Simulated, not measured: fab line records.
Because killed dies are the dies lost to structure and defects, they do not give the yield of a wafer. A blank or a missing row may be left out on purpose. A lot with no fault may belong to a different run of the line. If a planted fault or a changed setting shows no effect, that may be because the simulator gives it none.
Chamber matching    flow n5 finfet    N5_MOL_CONTACT_COAG_CMP_52 on cmp-01: 4 sister chambers
The step polishes, stops on SiO2, t overpolish 1.5 s, target thk 66.5 nm. 24 wafers are shown with their chamber, then 12 later ones without.

== WAFERS PAIRED WITH THEIR CHAMBERS ==
wafer   chamber  motor current A (A)  slurry filter dp kPa (kPa)  slurry flow ml min
L074.1  1        12.0                 13.40                       150.2
L074.5  0        13.5                 13.28                       150.1
L074.6  1        12.3                 13.58                       149.7
L075.1  2        15.5                 13.60                       149.6
L075.2  0        14.2                 13.45                       150.1
L075.4  1        12.3                 13.54                       149.8
L077.1  0        13.5                 13.28                       150.4
L077.2  3        11.5                 13.33                       150.8
L077.6  0        13.4                 13.41                       150.5
L080.1  2        15.7                 13.44                       149.7
L080.3  0        13.5                 13.42                       150.2
L080.4  1        11.9                 13.68                       150.8
L081.2  1        11.7                 13.60                       150.4
L081.4  2        15.7                 13.53                       150.8
L081.6  1        11.8                 13.68                       150.0
L083.1  2        14.6                 13.53                       149.8
L083.2  3        11.1                 13.24                       150.7
L083.6  2        15.0                 13.42                       149.8
L084.1  1        11.6                 13.44                       150.0
L084.2  3        11.0                 13.50                       150.6
L084.4  2        14.8                 13.46                       150.1
L085.1  2        15.4                 13.61                       149.7
L085.2  3        11.8                 13.46                       150.1
L085.4  0        13.6                 13.45                       149.4

SIGNATURES (averages over the wafers above)
reading               chamber 0  chamber 1  chamber 2  chamber 3  scatter within a chamber
motor current A       13.617     11.943     15.243     11.350     0.352
slurry filter dp kPa  13.3817    13.5600    13.5129    13.3825    0.0951
slurry flow ml min    150.117    150.129    149.929    150.550    0.383
Rule: a wafer's distance from a chamber is the root of the sum, over the readings, of the square of ((its reading less the chamber's mean) divided by the reading's scatter). If the next closest chamber is less than 2 further off than the closest, the wafer can't be placed; otherwise it belongs to the closest. How the scatter is found: for the shown wafers, subtract from each reading the mean of its chamber, square and add these, divide the total by (wafers less chambers), then take the root.

== WAFERS MISSING THEIR CHAMBER ==
wafer   motor current A (A)  slurry filter dp kPa (kPa)  slurry flow ml min
L086.1  14.7                 13.87                       149.2
L086.3  11.3                 13.71                       150.4
L086.4  13.3                 13.47                       150.1
L090.1  12.1                 13.48                       149.4
L090.2  11.6                 13.58                       149.9
L090.5  11.4                 13.61                       149.4
L095.2  11.5                 13.73                       149.4
L095.3  15.0                 13.43                       150.5
L095.6  13.4                 13.26                       149.9
L096.1  15.2                 13.44                       150.8
L096.3  14.0                 13.45                       150.5
L096.5  14.0                 13.31                       150.2

== EACH ONE'S CHAMBER ==
wafer   from the rows above      in truth
L086.1  can't be placed: 2 or 0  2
L086.3  can't be placed: 1 or 3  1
L086.4  0                        0
L090.1  can't be placed: 1 or 3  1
L090.2  can't be placed: 1 or 3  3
L090.5  can't be placed: 1 or 3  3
L095.2  can't be placed: 1 or 3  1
L095.3  2                        2
L095.6  0                        0
L096.1  2                        2
L096.3  0                        0
L096.5  0                        0
Correctly placed: 6 of 12. Unplaceable from these rows: 6, with the true chamber sitting among the candidates in 6. Wrongly placed: 0.
